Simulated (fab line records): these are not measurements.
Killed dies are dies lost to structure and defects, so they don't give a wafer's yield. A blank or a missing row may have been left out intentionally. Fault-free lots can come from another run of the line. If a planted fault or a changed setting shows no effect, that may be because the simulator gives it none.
Chamber matching + flow nand harc + NHARC_A_STAIRCASE_ALD_420 on ald hk-04 has 4 sister chambers
The step deposits SiO2, target thk 20 nm, pulse time 6 s, ald cycles 200. 14 wafers are shown with their chamber, then 7 later ones without.

== WAFERS, EACH WITH ITS CHAMBER ==
| wafer  | chamber | heater power w (W) | susceptor temp C (C) | precursor pulse height rel |
|--------|---------|--------------------|----------------------|----------------------------|
| L233.1 | 1       | 405                | 300.36               | 1.017                      |
| L233.2 | 3       | 551                | 299.77               | 0.966                      |
| L233.3 | 0       | 448                | 300.42               | 1.024                      |
| L234.1 | 1       | 396                | 300.20               | 1.027                      |
| L234.4 | 3       | 567                | 300.28               | 0.998                      |
| L234.6 | 1       | 404                | 300.00               | 1.025                      |
| L236.1 | 0       | 446                | 300.17               | 0.995                      |
| L236.4 | 3       | 556                | 300.20               | 0.999                      |
| L236.5 | 1       | 405                | 300.02               | 1.020                      |
| L238.2 | 2       | 390                | 299.90               | 1.020                      |
| L238.5 | 0       | 445                | 300.39               | 0.969                      |
| L238.6 | 3       | 561                | 300.04               | 1.030                      |
| L241.2 | 2       | 392                | 299.89               | 0.976                      |
| L241.3 | 3       | 566                | 299.92               | 1.003                      |

SIGNATURES (means of the wafers above)
| reading                    | chamber 0 | chamber 1 | chamber 2 | chamber 3 | scatter within a chamber |
|----------------------------|-----------|-----------|-----------|-----------|--------------------------|
| heater power w             | 446.33    | 402.50    | 391.00    | 560.20    | 4.96                     |
| susceptor temp C           | 300.3267  | 300.1450  | 299.8950  | 300.0420  | 0.171                    |
| precursor pulse height rel | 0.99600   | 1.02225   | 0.99800   | 0.99920   | 0.0215                   |
Rule: a wafer lies at a distance from a chamber equal to the root of the sum of squares, over the readings, of (its reading less the chamber's mean, divided by the reading's scatter). If the next closest chamber is less than 2 further off than the closest, the wafer can't be placed; otherwise it belongs to the closest. The scatter is the square root of a quotient: the sum, over the shown wafers, of each reading's squared deviation from its chamber's mean, divided by wafers minus chambers.

== WAFERS WITHOUT THEIR CHAMBER ==
| wafer  | heater power w (W) | susceptor temp C (C) | precursor pulse height rel |
|--------|--------------------|----------------------|----------------------------|
| L241.6 | 438                | 299.95               | 0.995                      |
| L245.1 | 394                | 299.92               | 0.989                      |
| L245.3 | 401                | 300.02               | 0.994                      |
| L245.4 | 448                | 299.70               | 1.028                      |
| L253.1 | 574                | 300.23               | 1.000                      |
| L253.4 | 413                | 299.72               | 0.984                      |
| L253.5 | 424                | 300.05               | 1.004                      |

== WHICH CHAMBER EACH ONE RAN IN ==
| wafer  | from the rows above     | in truth |
|--------|-------------------------|----------|
| L241.6 | 0                       | 0        |
| L245.1 | can't be placed: 2 or 1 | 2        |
| L245.3 | can't be placed: 1 or 2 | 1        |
| L245.4 | 0                       | 0        |
| L253.1 | 3                       | 3        |
| L253.4 | can't be placed: 1 or 2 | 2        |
| L253.5 | can't be placed: 1 or 0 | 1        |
Correct placement for 3 of the 7. Can't be placed from these rows: 4 (the true chamber is among the candidates in 4). 0 placed wrongly.
